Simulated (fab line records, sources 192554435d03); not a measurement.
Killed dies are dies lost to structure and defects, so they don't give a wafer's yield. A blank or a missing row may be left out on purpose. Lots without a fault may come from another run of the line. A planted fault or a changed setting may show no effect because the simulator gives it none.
Which tool did it? | flow n5_finfet | 23 lots, 69 wafers sampled, at 6 steps of a route of 1938

WHAT THE GAUGES READ, wafer by wafer
The record holds no reading of a measuring or inspecting step that can be judged against a usual standard deviation.

WHICH TOOL RAN EACH LOT (tool, then ch and the chambers of the sampled wafers, then the start)
lot  | N5_BEOL_M0_SAQP_SPACER1_ALD_98    | N5_BEOL_M0_CUTY_ETCH_62            | N5_BEOL_M0_STRIP_140               | N5_BEOL_M0_STRIP_104               | N5_BEOL_M0_DEGAS_112         | N5_BEOL_M0_ALD_136
L074 | ald_sin-04 ch 0,1, day 5 11:05    | rie_diel-01 ch 0,2,3, day 5 15:32  | rie_diel-01 ch 1,2,3, day 5 18:17  | rie_diel-01 ch 1,2,3, day 5 18:19  | pvd_sputter-02, day 5 20:31  | ald_metal-03 ch 0,2,3, day 5 20:38
L075 | ald_sin-02 ch 1,3, day 5 16:36    | rie_diel-03 ch 0,1,2, day 5 20:58  | rie_diel-05 ch 1,2, day 6 00:37    | rie_diel-05 ch 1,2, day 6 00:38    | pvd_sputter-02, day 6 01:54  | ald_metal-03 ch 0,1,3, day 6 02:00
L076 | ald_sin-02 ch 1,2,3, day 5 23:44  | rie_diel-03 ch 2,3, day 6 05:08    | rie_diel-05 ch 0,1,2, day 6 06:09  | rie_diel-05 ch 0,1,2, day 6 06:10  | pvd_sputter-03, day 6 07:34  | ald_metal-03 ch 0,1,3, day 6 07:40
L077 | ald_sin-02 ch 1,2,3, day 6 07:49  | rie_diel-03 ch 2,3, day 6 12:02    | rie_diel-05 ch 0,2, day 6 12:29    | rie_diel-05 ch 0,2, day 6 12:30    | pvd_sputter-01, day 6 13:14  | ald_metal-02 ch 0,1,2, day 6 13:20
L078 | ald_sin-01 ch 1,3, day 6 13:52    | rie_diel-01 ch 0,2, day 6 18:30    | rie_diel-01 ch 0,1, day 6 19:02    | rie_diel-01 ch 0,1, day 6 19:03    | pvd_sputter-02, day 6 21:17  | ald_metal-02 ch 0,1,3, day 6 21:23
L079 | ald_sin-01 ch 0,1,2, day 6 20:09  | rie_diel-05 ch 0,1,2, day 7 00:26  | rie_diel-03 ch 0,1,2, day 7 03:05  | rie_diel-03 ch 0,1,2, day 7 03:06  | pvd_sputter-02, day 7 04:01  | ald_metal-02 ch 0,2,3, day 7 04:10
L080 | ald_sin-01 ch 0,1,2, day 7 05:52  | rie_diel-05 ch 0,3, day 7 10:33    | rie_diel-05 ch 0,2,3, day 7 11:01  | rie_diel-05 ch 0,2,3, day 7 11:02  | pvd_sputter-01, day 7 12:25  | ald_metal-01 ch 0,1, day 7 12:31
L081 | ald_sin-01 ch 2,3, day 7 06:52    | rie_diel-03 ch 0,3, day 7 11:45    | rie_diel-01 ch 0,1, day 7 13:35    | rie_diel-01 ch 0,1, day 7 13:37    | pvd_sputter-02, day 7 15:14  | ald_metal-02 ch 1,2, day 7 15:20
L082 | ald_sin-02 ch 1,2,3, day 7 13:36  | rie_diel-01 ch 0,2, day 7 18:01    | rie_diel-05 ch 0,1,3, day 7 18:46  | rie_diel-05 ch 0,1,3, day 7 18:47  | pvd_sputter-03, day 7 19:44  | ald_metal-03 ch 0,1,2, day 7 19:51
L083 | ald_sin-02 ch 1,2, day 7 17:22    | rie_diel-01 ch 0,1, day 7 22:07    | rie_diel-05 ch 0,2,3, day 7 22:33  | rie_diel-05 ch 0,2,3, day 7 22:34  | pvd_sputter-01, day 7 23:07  | ald_metal-01 ch 1,2,3, day 7 23:27
L084 | ald_sin-04 ch 0,1,3, day 7 21:25  | rie_diel-05 ch 0,2,3, day 8 02:46  | rie_diel-01 ch 0,2, day 8 06:44    | rie_diel-01 ch 0,2, day 8 06:46    | pvd_sputter-03, day 8 12:11  | ald_metal-03 ch 1,2,3, day 8 12:30
L085 | ald_sin-02 ch 0,1,2, day 8 06:15  | rie_diel-03 ch 1,2,3, day 8 10:47  | rie_diel-03 ch 1,3, day 8 13:02    | rie_diel-03 ch 1,3, day 8 13:03    | pvd_sputter-01, day 8 14:20  | ald_metal-03 ch 2,3, day 8 14:35
L086 | ald_sin-02 ch 1,2,3, day 8 15:14  | rie_diel-03 ch 0,3, day 8 20:58    | rie_diel-03 ch 0,1,3, day 8 21:25  | rie_diel-03 ch 0,1,3, day 8 21:26  | pvd_sputter-02, day 8 22:17  | ald_metal-01 ch 0,2, day 8 22:30
L087 | ald_sin-04 ch 0,3, day 9 03:15    | rie_diel-03 ch 0,3, day 9 09:59    | rie_diel-05 ch 0,2,3, day 9 11:55  | rie_diel-05 ch 0,2,3, day 9 11:56  | pvd_sputter-01, day 9 13:52  | ald_metal-01 ch 1,2, day 9 13:59
L088 | ald_sin-02 ch 0,1, day 9 06:38    | rie_diel-05 ch 0,3, day 9 12:27    | rie_diel-03 ch 0,1,2, day 9 13:25  | rie_diel-03 ch 0,1,2, day 9 13:26  | pvd_sputter-01, day 9 14:08  | ald_metal-03 ch 0,2,3, day 9 14:14
L090 | ald_sin-02 ch 0,2, day 9 13:29    | rie_diel-03 ch 0,2,3, day 9 17:51  | rie_diel-01 ch 1,2, day 9 19:55    | rie_diel-01 ch 1,2, day 9 19:56    | pvd_sputter-01, day 9 21:30  | ald_metal-01 ch 1,3, day 9 21:36
L091 | ald_sin-04 ch 0,3, day 9 21:58    | rie_diel-05 ch 0,2, day 10 02:34   | rie_diel-05 ch 0,2,3, day 10 04:53 | rie_diel-05 ch 0,2,3, day 10 04:55 | pvd_sputter-01, day 10 08:20 | ald_metal-03 ch 0,1,3, day 10 08:26
L092 | ald_sin-01 ch 1,2, day 9 23:23    | rie_diel-05 ch 1,2,3, day 10 04:04 | rie_diel-03 ch 0,1,2, day 10 05:07 | rie_diel-03 ch 0,1,2, day 10 05:08 | pvd_sputter-01, day 10 08:25 | ald_metal-02 ch 0,1,2, day 10 08:31
L093 | ald_sin-01 ch 1,2, day 10 06:56   | rie_diel-03 ch 1,2, day 10 11:29   | rie_diel-01 ch 0,1,3, day 10 13:21 | rie_diel-01 ch 0,1,3, day 10 13:22 | pvd_sputter-01, day 10 14:15 | ald_metal-01 ch 0,1,3, day 10 14:22
L094 | ald_sin-04 ch 0,1, day 10 14:34   | rie_diel-01 ch 1,3, day 10 19:05   | rie_diel-01 ch 0,3, day 10 21:38   | rie_diel-01 ch 0,3, day 10 21:40   | pvd_sputter-01, day 10 22:16 | ald_metal-03 ch 1,2,3, day 10 22:35
L095 | ald_sin-01 ch 1,2,3, day 10 23:40 | rie_diel-01 ch 0,1,2, day 11 04:50 | rie_diel-03 ch 1,2,3, day 11 05:40 | rie_diel-03 ch 1,2,3, day 11 05:41 | pvd_sputter-02, day 11 06:56 | ald_metal-02 ch 1,2, day 11 07:02
L096 | ald_sin-02 ch 0,1,2, day 11 02:17 | rie_diel-01 ch 0,1,3, day 11 06:57 | rie_diel-05 ch 0,1,3, day 11 10:23 | rie_diel-05 ch 0,1,3, day 11 10:24 | pvd_sputter-03, day 11 11:14 | ald_metal-02 ch 0,1,3, day 11 11:22
L097 | ald_sin-01 ch 0,1, day 11 07:56   | rie_diel-01 ch 0,2,3, day 11 13:00 | rie_diel-01 ch 0,1,2, day 11 17:50 | rie_diel-01 ch 0,1,2, day 11 17:51 | pvd_sputter-03, day 11 18:28 | ald_metal-03 ch 1,3, day 11 18:34
- N5_BEOL_M0_SAQP_SPACER1_ALD_98: deposits SiO2, target thk 12.8 nm, pulse time 1 s, purge time 2 s.
- N5_BEOL_M0_CUTY_ETCH_62: etches SiARC in CF4, time 58.5 s.
- N5_BEOL_M0_STRIP_140: strips in CF4.
- N5_BEOL_M0_STRIP_104: strips in N2/H2.
- N5_BEOL_M0_DEGAS_112: time 60 s.
- N5_BEOL_M0_ALD_136: deposits TaN, pulse time 2 s, purge time 3 s, co reactant purge time 2 s.

WHAT THE TOOLS THEMSELVES READ (means of the sampled wafers that have a number; where no wafer has one, the mark that the record gives instead)
N5_BEOL_M0_SAQP_SPACER1_ALD_98. Usual: heater_power_w 467 W, standard deviation 49; precursor_pulse_height_rel 1.001, standard deviation 0.021.
lot  | tool       | heater_power_w (W) | precursor_pulse_height_rel | flag
L074 | ald_sin-04 | 470                | 0.975                      |
L075 | ald_sin-02 | 431                | 1.000                      |
L076 | ald_sin-02 | 446                | 0.993                      |
L077 | ald_sin-02 | 453                | 1.032                      |
L078 | ald_sin-01 | 467                | 1.018                      |
L079 | ald_sin-01 | 468                | 1.010                      |
L080 | ald_sin-01 | 476                | 0.991                      |
L081 | ald_sin-01 | 418                | 0.992                      |
L082 | ald_sin-02 | 445                | 1.011                      |
L083 | ald_sin-02 | 424                | 0.999                      |
L084 | ald_sin-04 | 489                | 1.014                      |
L085 | ald_sin-02 | 471                | 1.007                      |
L086 | ald_sin-02 | 445                | 0.994                      |
L087 | ald_sin-04 | 517                | 0.997                      |
L088 | ald_sin-02 | 462                | 0.999                      |
L090 | ald_sin-02 | 475                | 1.005                      |
L091 | ald_sin-04 | 501                | 1.008                      |
L092 | ald_sin-01 | 466                | 0.992                      |
L093 | ald_sin-01 | 463                | 0.995                      |
L094 | ald_sin-04 | 469                | 1.006                      |
L095 | ald_sin-01 | 441                | 0.987                      |
L096 | ald_sin-02 | 478                | 0.994                      |
L097 | ald_sin-01 | 499                | 1.009                      |

N5_BEOL_M0_CUTY_ETCH_62. Usual: drypump_motor_current_A 5.6 A, standard deviation 0.5; etch_rf_on_time_s 59.0 s, standard deviation 2; mfc_ar_sccm 100.03 sccm, standard deviation 0.28; oes_product_au 0.67 a.u., standard deviation 0.085; rf_vpp_V 184.1 V, standard deviation 1.3; showerhead_plenum_p_Torr 2.15 Torr, standard deviation 0.078; throttle_valve_pct 15.53 %, standard deviation 0.26.
lot  | tool        | drypump_motor_current_A (A) | etch_rf_on_time_s (s) | mfc_ar_sccm (sccm) | oes_product_au (a.u.) | rf_vpp_V (V) | showerhead_plenum_p_Torr (Torr) | throttle_valve_pct (%) | flag
L074 | rie_diel-01 | 5.8                         | 59.3                  | 100.00             | 0.60                  | 184.5        | 2.12                            | 15.65                  |
L075 | rie_diel-03 | 5.1                         | 57.8                  | 100.12             | 0.67                  | 182.8        | 2.08                            | 15.48                  |
L076 | rie_diel-03 | 5.3                         | 58.1                  | 100.09             | 0.62                  | 182.9        | 2.10                            | 15.67                  |
L077 | rie_diel-03 | 5.9                         | 57.8                  | 100.41             | 0.64                  | 182.9        | 2.08                            | 15.75                  |
L078 | rie_diel-01 | 5.9                         | 58.5                  | 100.18             | 0.69                  | 185.7        | 2.23                            | 15.47                  |
L079 | rie_diel-05 | 5.6                         | 60.8                  | 100.20             | 0.60                  | 183.5        | 2.10                            | 15.66                  |
L080 | rie_diel-05 | 4.9                         | 58.7                  | 99.91              | 0.62                  | 184.9        | 2.19                            | 15.58                  |
L081 | rie_diel-03 | 5.6                         | 59.4                  | 100.30             | 0.75                  | 185.3        | 2.22                            | 15.48                  |
L082 | rie_diel-01 | 5.9                         | 58.5                  | 100.03             | 0.67                  | 185.2        | 2.22                            | 15.49                  |
L083 | rie_diel-01 | 5.9                         | 59.7                  | 100.26             | 0.60                  | 185.1        | 2.20                            | 15.68                  |
L084 | rie_diel-05 | 5.4                         | 58.6                  | 99.94              | 0.61                  | 183.4        | 2.14                            | 15.67                  |
L085 | rie_diel-03 | 5.5                         | 57.6                  | 100.12             | 0.66                  | 183.3        | 2.08                            | 15.53                  |
L086 | rie_diel-03 | 6.0                         | 58.4                  | 100.10             | 0.69                  | 184.1        | 2.14                            | 15.67                  |
L087 | rie_diel-03 | 5.6                         | 59.1                  | 100.07             | 0.72                  | 185.6        | 2.21                            | 15.52                  |
L088 | rie_diel-05 | 5.1                         | 59.7                  | 100.19             | 0.60                  | 184.0        | 2.15                            | 15.55                  |
L090 | rie_diel-03 | 5.5                         | 58.1                  | 100.09             | 0.74                  | 184.0        | 2.15                            | 15.46                  |
L091 | rie_diel-05 | 5.9                         | 59.5                  | 99.91              | 0.59                  | 183.5        | 2.07                            | 15.79                  |
L092 | rie_diel-05 | 5.5                         | 59.3                  | 100.09             | 0.60                  | 183.6        | 2.12                            | 15.76                  |
L093 | rie_diel-03 | 5.2                         | 57.2                  | 99.81              | 0.75                  | 184.1        | 2.09                            | 15.14                  |
L094 | rie_diel-01 | 5.8                         | 60.8                  | 100.00             | 0.69                  | 184.7        | 2.13                            | 15.42                  |
L095 | rie_diel-01 | 5.8                         | 59.1                  | 99.88              | 0.64                  | 184.4        | 2.22                            | 15.57                  |
L096 | rie_diel-01 | 5.9                         | 60.5                  | 100.27             | 0.63                  | 183.6        | 2.16                            | 15.56                  |
L097 | rie_diel-01 | 5.7                         | 59.3                  | 99.89              | 0.69                  | 184.0        | 2.18                            | 15.40                  |

N5_BEOL_M0_STRIP_140. Usual: drypump_motor_current_A 5.6 A, standard deviation 0.5; oes_product_au 0.76 a.u., standard deviation 0.087; rf_vpp_V 271.3 V, standard deviation 1.8; showerhead_plenum_p_Torr 1.80 Torr, standard deviation 0.064; throttle_valve_pct 13.53 %, standard deviation 0.26.
lot  | tool        | drypump_motor_current_A (A) | oes_product_au (a.u.) | rf_vpp_V (V) | showerhead_plenum_p_Torr (Torr) | throttle_valve_pct (%) | flag
L074 | rie_diel-01 | 5.7                         | 0.69                  | 271.7        | 1.78                            | 13.71                  |
L075 | rie_diel-05 | 5.7                         | 0.72                  | 269.7        | 1.75                            | 13.67                  |
L076 | rie_diel-05 | 5.6                         | 0.72                  | 270.2        | 1.76                            | 13.64                  |
L077 | rie_diel-05 | 5.5                         | 0.72                  | 270.5        | 1.77                            | 13.59                  |
L078 | rie_diel-01 | 5.9                         | 0.72                  | 272.3        | 1.85                            | 13.68                  |
L079 | rie_diel-03 | 5.1                         | 0.83                  | 271.5        | 1.81                            | 13.30                  |
L080 | rie_diel-05 | 5.4                         | 0.71                  | 270.5        | 1.79                            | 13.66                  |
L081 | rie_diel-01 | 6.0                         | 0.70                  | 271.5        | 1.84                            | 13.66                  |
L082 | rie_diel-05 | 5.1                         | 0.72                  | 270.8        | 1.80                            | 13.57                  |
L083 | rie_diel-05 | 5.4                         | 0.71                  | 271.8        | 1.79                            | 13.67                  |
L084 | rie_diel-01 | 5.9                         | 0.76                  | 273.6        | 1.86                            | 13.51                  |
L085 | rie_diel-03 | 6.1                         | 0.79                  | 269.7        | 1.74                            | 13.55                  |
L086 | rie_diel-03 | 5.7                         | 0.83                  | 270.4        | 1.79                            | 13.34                  |
L087 | rie_diel-05 | 5.4                         | 0.70                  | 269.7        | 1.79                            | 13.69                  |
L088 | rie_diel-03 | 5.1                         | 0.90                  | 271.4        | 1.80                            | 13.13                  |
L090 | rie_diel-01 | 5.6                         | 0.83                  | 272.8        | 1.89                            | 13.40                  |
L091 | rie_diel-05 | 5.4                         | 0.69                  | 271.1        | 1.79                            | 13.70                  |
L092 | rie_diel-03 | 5.1                         | 0.88                  | 271.0        | 1.80                            | 13.15                  |
L093 | rie_diel-01 | 5.9                         | 0.74                  | 270.9        | 1.81                            | 13.57                  |
L094 | rie_diel-01 | 5.8                         | 0.81                  | 270.1        | 1.78                            | 13.39                  |
L095 | rie_diel-03 | 5.5                         | 0.82                  | 270.7        | 1.74                            | 13.37                  |
L096 | rie_diel-05 | 5.1                         | 0.69                  | 271.2        | 1.79                            | 13.66                  |
L097 | rie_diel-01 | 5.8                         | 0.74                  | 273.5        | 1.86                            | 13.58                  |

N5_BEOL_M0_STRIP_104. Usual: drypump_motor_current_A 5.6 A, standard deviation 0.5; oes_product_au 0.76 a.u., standard deviation 0.093; rf_vpp_V 59.3 V, standard deviation 1.7; showerhead_plenum_p_Torr 2.55 Torr, standard deviation 0.094; temp_c 40.02 C, standard deviation 0.11; throttle_valve_pct 23.5 %, standard deviation 0.4.
lot  | tool        | drypump_motor_current_A (A) | oes_product_au (a.u.) | rf_vpp_V (V) | showerhead_plenum_p_Torr (Torr) | temp_c (C) | throttle_valve_pct (%) | flag
L074 | rie_diel-01 | 5.7                         | 0.70                  | 59.1         | 2.50                            | 40.04      | 23.4                   |
L075 | rie_diel-05 | 5.7                         | 0.72                  | 59.2         | 2.49                            | 39.98      | 23.7                   |
L076 | rie_diel-05 | 5.6                         | 0.71                  | 59.8         | 2.49                            | 40.13      | 23.5                   |
L077 | rie_diel-05 | 5.6                         | 0.71                  | 60.4         | 2.49                            | 40.00      | 23.4                   |
L078 | rie_diel-01 | 5.9                         | 0.72                  | 60.9         | 2.63                            | 40.00      | 23.7                   |
L079 | rie_diel-03 | 5.1                         | 0.85                  | 60.0         | 2.56                            | 40.02      | 23.3                   |
L080 | rie_diel-05 | 5.4                         | 0.71                  | 60.5         | 2.53                            | 40.15      | 23.6                   |
L081 | rie_diel-01 | 6.0                         | 0.70                  | 57.7         | 2.63                            | 39.99      | 23.7                   |
L082 | rie_diel-05 | 5.1                         | 0.71                  | 59.2         | 2.55                            | 40.10      | 23.3                   |
L083 | rie_diel-05 | 5.4                         | 0.71                  | 57.9         | 2.53                            | 40.00      | 23.6                   |
L084 | rie_diel-01 | 5.9                         | 0.76                  | 58.4         | 2.65                            | 40.00      | 23.5                   |
L085 | rie_diel-03 | 6.1                         | 0.79                  | 57.4         | 2.45                            | 40.02      | 23.7                   |
L086 | rie_diel-03 | 5.7                         | 0.83                  | 59.1         | 2.53                            | 39.99      | 23.5                   |
L087 | rie_diel-05 | 5.4                         | 0.70                  | 59.0         | 2.53                            | 40.07      | 23.6                   |
L088 | rie_diel-03 | 5.1                         | 0.91                  | 58.2         | 2.55                            | 40.04      | 23.2                   |
L090 | rie_diel-01 | 5.7                         | 0.85                  | 60.4         | 2.67                            | 39.92      | 23.2                   |
L091 | rie_diel-05 | 5.4                         | 0.69                  | 57.9         | 2.52                            | 39.97      | 23.6                   |
L092 | rie_diel-03 | 5.1                         | 0.90                  | 57.9         | 2.55                            | 39.93      | 23.2                   |
L093 | rie_diel-01 | 5.9                         | 0.75                  | 59.6         | 2.57                            | 39.91      | 23.5                   |
L094 | rie_diel-01 | 5.8                         | 0.80                  | 58.8         | 2.53                            | 40.07      | 23.3                   |
L095 | rie_diel-03 | 5.5                         | 0.83                  | 60.6         | 2.46                            | 40.05      | 23.4                   |
L096 | rie_diel-05 | 5.1                         | 0.69                  | 60.2         | 2.54                            | 40.01      | 23.4                   |
L097 | rie_diel-01 | 5.8                         | 0.74                  | 59.9         | 2.64                            | 39.99      | 23.5                   |

N5_BEOL_M0_DEGAS_112. Usual: heater_power_w 371 W, standard deviation 36.
lot  | tool           | heater_power_w (W) | flag
L074 | pvd_sputter-02 | 340                |
L075 | pvd_sputter-02 | 362                |
L076 | pvd_sputter-03 | 354                |
L077 | pvd_sputter-01 | 413                |
L078 | pvd_sputter-02 | 346                |
L079 | pvd_sputter-02 | 377                |
L080 | pvd_sputter-01 | 384                |
L081 | pvd_sputter-02 | 350                |
L082 | pvd_sputter-03 | 357                |
L083 | pvd_sputter-01 | 373                |
L084 | pvd_sputter-03 | 371                |
L085 | pvd_sputter-01 | 373                |
L086 | pvd_sputter-02 | 374                |
L087 | pvd_sputter-01 | 386                |
L088 | pvd_sputter-01 | 387                |
L090 | pvd_sputter-01 | 377                |
L091 | pvd_sputter-01 | 388                |
L092 | pvd_sputter-01 | 365                |
L093 | pvd_sputter-01 | 352                |
L094 | pvd_sputter-01 | 398                |
L095 | pvd_sputter-02 | 323                |
L096 | pvd_sputter-03 | 346                |
L097 | pvd_sputter-03 | 396                |

N5_BEOL_M0_ALD_136. Usual: heater_power_w 429 W, standard deviation 50.
lot  | tool         | heater_power_w (W) | flag
L074 | ald_metal-03 | 406                |
L075 | ald_metal-03 | 398                |
L076 | ald_metal-03 | 389                |
L077 | ald_metal-02 | 475                |
L078 | ald_metal-02 | 469                |
L079 | ald_metal-02 | 454                |
L080 | ald_metal-01 | 411                |
L081 | ald_metal-02 | 489                |
L082 | ald_metal-03 | 372                |
L083 | ald_metal-01 | 436                |
L084 | ald_metal-03 | 413                |
L085 | ald_metal-03 | 424                |
L086 | ald_metal-01 | 432                |
L087 | ald_metal-01 | 459                |
L088 | ald_metal-03 | 404                |
L090 | ald_metal-01 | 436                |
L091 | ald_metal-03 | 399                |
L092 | ald_metal-02 | 473                |
L093 | ald_metal-01 | 404                |
L094 | ald_metal-03 | 408                |
L095 | ald_metal-02 | 489                |
L096 | ald_metal-02 | 472                |
L097 | ald_metal-03 | 431                |

THE ANSWER, worked out from the rows above alone
Rule: a lot is off if the mean of its wafers that have a number lies more than 3 standard deviations from the usual mean. A lot without any number at a reading at which 4 lots or more have one is off too. The other lots that the step has rows for count as sound. The gauges are gone through in route order, then the tools' own readings, and for those a lot's mean is taken as printed above. The first step at which some lot is off is used, and at that step the reading that is off furthest; a lot without a number counts as furthest.
No lot is off at any reading shown: from this, nothing can be told.

WHAT THE SIMULATOR HAD PUT IN
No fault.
